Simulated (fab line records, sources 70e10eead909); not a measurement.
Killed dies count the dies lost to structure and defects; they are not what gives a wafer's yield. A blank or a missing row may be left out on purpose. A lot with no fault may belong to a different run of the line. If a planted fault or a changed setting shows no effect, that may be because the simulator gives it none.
A single fault, viewed from 2 desks    flow nand harc    only its own numbers are on each desk; what lay behind them is given at the end

FOR THE TOOL OWNER'S DESK: litho track-01
The tool's own readings at NHARC_A_M1_PEB_07 (peb time 65 s): means of the sampled wafers that have a number, for each lot that ran on this tool. If a lot's mean is further than 4 standard deviations from the usual mean, the lot is out of limits and carries the mark OUT (the distance appears in the brackets).
Columns: A = heater power total W at NHARC_A_M1_PEB_07, usual 156.5 W; B = plate temp C at NHARC_A_M1_PEB_07, usual 100.03 C
lot   first seen here  A                B
L735  day 18 02:52     156.4            100.06
L734  day 18 09:10     156.7            100.12
L743  day 20 04:53     164.0 (+18) OUT  103.53 (+29) OUT
L742  day 20 06:10     164.1 (+18) OUT  103.55 (+29) OUT
This desk's finding: out of limits on L742, L743; first on L743, day 20 04:53 (heater power total W at NHARC_A_M1_PEB_07). L735, L734: within limits.

METROLOGY DESK
Means of the sampled wafers that have a number, per lot and without regard to the tool the lot ran on: this is what the gauges read. If a lot's mean is further than 4 standard deviations from the usual mean, the lot is out of limits and carries the mark OUT (the distance appears in the brackets).
Columns: A = cd nm at NHARC_A_M1_CD_MEAS_09, usual 119.6 nm
lot   first seen here  A
L736  day 18 01:22     120.1
L735  day 18 02:56     119.6
L732  day 18 03:55     119.9
L734  day 18 09:14     118.7
L743  day 20 04:58     129.9 (+15) OUT
L742  day 20 06:15     130.5 (+16) OUT
L747  day 21 02:52     119.1
L749  day 22 03:43     119.5
L751  day 22 08:56     120.1
L754  day 22 22:34     119.9
L752  day 23 04:23     120.0
L755  day 24 02:07     119.7
This desk's finding: out of limits on L742, L743; first on L743, day 20 04:58 (cd nm at NHARC_A_M1_CD_MEAS_09). L736, L735, L732, L734, L747, L749, L751, L754, L752, L755: within limits.

PUT TOGETHER
The tool owner's desk could have raised an alarm at day 20 04:53, on L742, L743.
An alarm was possible from the metrology desk at day 20 04:58, on L742, L743.
NHARC_A_M1_PEB_07 was run on litho track-01 by each of the lots named.

WHAT WAS PUT IN BY THE SIMULATOR
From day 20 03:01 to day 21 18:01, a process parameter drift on litho track-01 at NHARC_A_M1_PEB_07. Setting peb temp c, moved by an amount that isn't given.
Shown lots that were struck: L742, L743.
Time in hours from fault onset to the first out-of-limits reading at each desk: tool owner's desk 2, metrology desk 2.
